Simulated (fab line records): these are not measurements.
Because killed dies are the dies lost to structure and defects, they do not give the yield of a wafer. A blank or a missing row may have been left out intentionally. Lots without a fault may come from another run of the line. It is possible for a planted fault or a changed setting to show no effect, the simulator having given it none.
Split-lot study / flow n5 finfet / 21 wafers read from 7 lots, route of 1938 steps

THE SPLIT ITSELF
At N5_BEOL_M13_ETCH_68 (etches SOC in N2/H2, time 355 s), the setting time s was moved away from the recipe's 355 s on 10 of the 21 wafers read, by +6.9% to +21.0%. The other wafers ran this setting at the recipe's value.

The split's own step is where the reading is taken.

THE READING
SiARC_of_BEOL_M13_COAT_66.thk nm (the simulator's own value, which no gauge read), in nm, at N5_BEOL_M13_ETCH_68 (etches SOC in N2/H2, time 355 s). The file gives no usual value for it. The 11 wafers here that ran the recipe average 77.2 nm, standard deviation 0.47 nm.

wafer=L078.1; tool, chamber at the split=rie diel-03, 2; time s as run, s=355; against the recipe=recipe; SiARC_of_BEOL_M13_COAT_66.thk nm, nm=77; against lot-mates on the recipe=-
wafer=L078.2; tool, chamber at the split=rie diel-03, 3; time s as run, s=410.6; against the recipe=+15.7%; SiARC_of_BEOL_M13_COAT_66.thk nm, nm=71.6; against lot-mates on the recipe=-5.4
wafer=L078.3; tool, chamber at the split=rie diel-03, 0; time s as run, s=410.6; against the recipe=+15.7%; SiARC_of_BEOL_M13_COAT_66.thk nm, nm=71.8; against lot-mates on the recipe=-5.2
wafer=L081.2; tool, chamber at the split=rie diel-06, 3; time s as run, s=386.8; against the recipe=+9.0%; SiARC_of_BEOL_M13_COAT_66.thk nm, nm=73.6; against lot-mates on the recipe=-3.8
wafer=L081.4; tool, chamber at the split=rie diel-06, 2; time s as run, s=355; against the recipe=recipe; SiARC_of_BEOL_M13_COAT_66.thk nm, nm=77.4; against lot-mates on the recipe=-
wafer=L081.5; tool, chamber at the split=rie diel-06, 3; time s as run, s=386.8; against the recipe=+9.0%; SiARC_of_BEOL_M13_COAT_66.thk nm, nm=73.4; against lot-mates on the recipe=-4.0
wafer=L082.1; tool, chamber at the split=rie diel-06, 3; time s as run, s=355; against the recipe=recipe; SiARC_of_BEOL_M13_COAT_66.thk nm, nm=77; against lot-mates on the recipe=-
wafer=L082.5; tool, chamber at the split=rie diel-06, 1; time s as run, s=429.7; against the recipe=+21.0%; SiARC_of_BEOL_M13_COAT_66.thk nm, nm=70.2; against lot-mates on the recipe=-6.8
wafer=L082.6; tool, chamber at the split=rie diel-06, 2; time s as run, s=429.7; against the recipe=+21.0%; SiARC_of_BEOL_M13_COAT_66.thk nm, nm=70.6; against lot-mates on the recipe=-6.4
wafer=L088.1; tool, chamber at the split=rie diel-05, 0; time s as run, s=379.4; against the recipe=+6.9%; SiARC_of_BEOL_M13_COAT_66.thk nm, nm=74.4; against lot-mates on the recipe=-3.4
wafer=L088.4; tool, chamber at the split=rie diel-05, 1; time s as run, s=379.4; against the recipe=+6.9%; SiARC_of_BEOL_M13_COAT_66.thk nm, nm=75.4; against lot-mates on the recipe=-2.4
wafer=L088.6; tool, chamber at the split=rie diel-05, 2; time s as run, s=355; against the recipe=recipe; SiARC_of_BEOL_M13_COAT_66.thk nm, nm=77.8; against lot-mates on the recipe=-
wafer=L087.1; tool, chamber at the split=rie diel-05, 0; time s as run, s=355; against the recipe=recipe; SiARC_of_BEOL_M13_COAT_66.thk nm, nm=76.2; against lot-mates on the recipe=-
wafer=L087.3; tool, chamber at the split=rie diel-05, 1; time s as run, s=402.6; against the recipe=+13.4%; SiARC_of_BEOL_M13_COAT_66.thk nm, nm=73.4; against lot-mates on the recipe=-3.1
wafer=L087.4; tool, chamber at the split=rie diel-05, 2; time s as run, s=355; against the recipe=recipe; SiARC_of_BEOL_M13_COAT_66.thk nm, nm=76.8; against lot-mates on the recipe=-
wafer=L090.2; tool, chamber at the split=rie diel-03, 1; time s as run, s=355; against the recipe=recipe; SiARC_of_BEOL_M13_COAT_66.thk nm, nm=77.6; against lot-mates on the recipe=-
wafer=L090.4; tool, chamber at the split=rie diel-03, 1; time s as run, s=355; against the recipe=recipe; SiARC_of_BEOL_M13_COAT_66.thk nm, nm=78; against lot-mates on the recipe=-
wafer=L090.5; tool, chamber at the split=rie diel-03, 3; time s as run, s=403.1; against the recipe=+13.5%; SiARC_of_BEOL_M13_COAT_66.thk nm, nm=73.2; against lot-mates on the recipe=-4.6
wafer=L097.1; tool, chamber at the split=rie diel-06, 3,2; time s as run, s=355; against the recipe=recipe; SiARC_of_BEOL_M13_COAT_66.thk nm, nm=77.2; against lot-mates on the recipe=-
wafer=L097.6; tool, chamber at the split=rie diel-06, 3,2; time s as run, s=355; against the recipe=recipe; SiARC_of_BEOL_M13_COAT_66.thk nm, nm=77.2; against lot-mates on the recipe=-
wafer=L097.5; tool, chamber at the split=rie diel-06, 1; time s as run, s=355; against the recipe=recipe; SiARC_of_BEOL_M13_COAT_66.thk nm, nm=77; against lot-mates on the recipe=-
Rows listing several chambers each stand for several wafers; the file does not say which wafer went through which chamber.

FIT RESULTS
A straight line over all 21 wafers: SiARC_of_BEOL_M13_COAT_66.thk nm changes by -0.328 nm for each +1% of time s; r = -0.98; the points scatter about the line by 0.52 nm.
The same after taking each lot's own level away (the mean of its wafers on the recipe; 21 wafers): -0.321 nm for each +1%; r = -0.98; scatter 0.53 nm.
On that fit, the largest move of time s shifts the reading by 6.8 nm.
The span of the lots' own levels, 76.50 to 77.80 nm, comes to 2.7 times the standard deviation stated above.
Hence the lot-to-lot level has little effect on the slope; both slopes agree.
Check: with one of the wafers moved furthest among these (+21.0%) left out of the fit, the line predicts -6.91 nm for it against its lot-mates. Against them it came out at -6.8 nm.

THESE WAFERS: OTHER SPLITS
These wafers also went through other splits before the reading. Each is held against what the fit with the lots' levels taken away leaves over:
other split on the same wafers=N5_BEOL_M13_ILD_DEP_00 time s; wafers away from the commonest value=10; r with SiARC_of_BEOL_M13_COAT_66.thk nm (lot level and that fit taken away)=-0.29

THE FILE'S OWN FIT
SiARC_of_BEOL_M13_COAT_66.thk nm changes by -0.323 nm for each +1% of time s, r = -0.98.
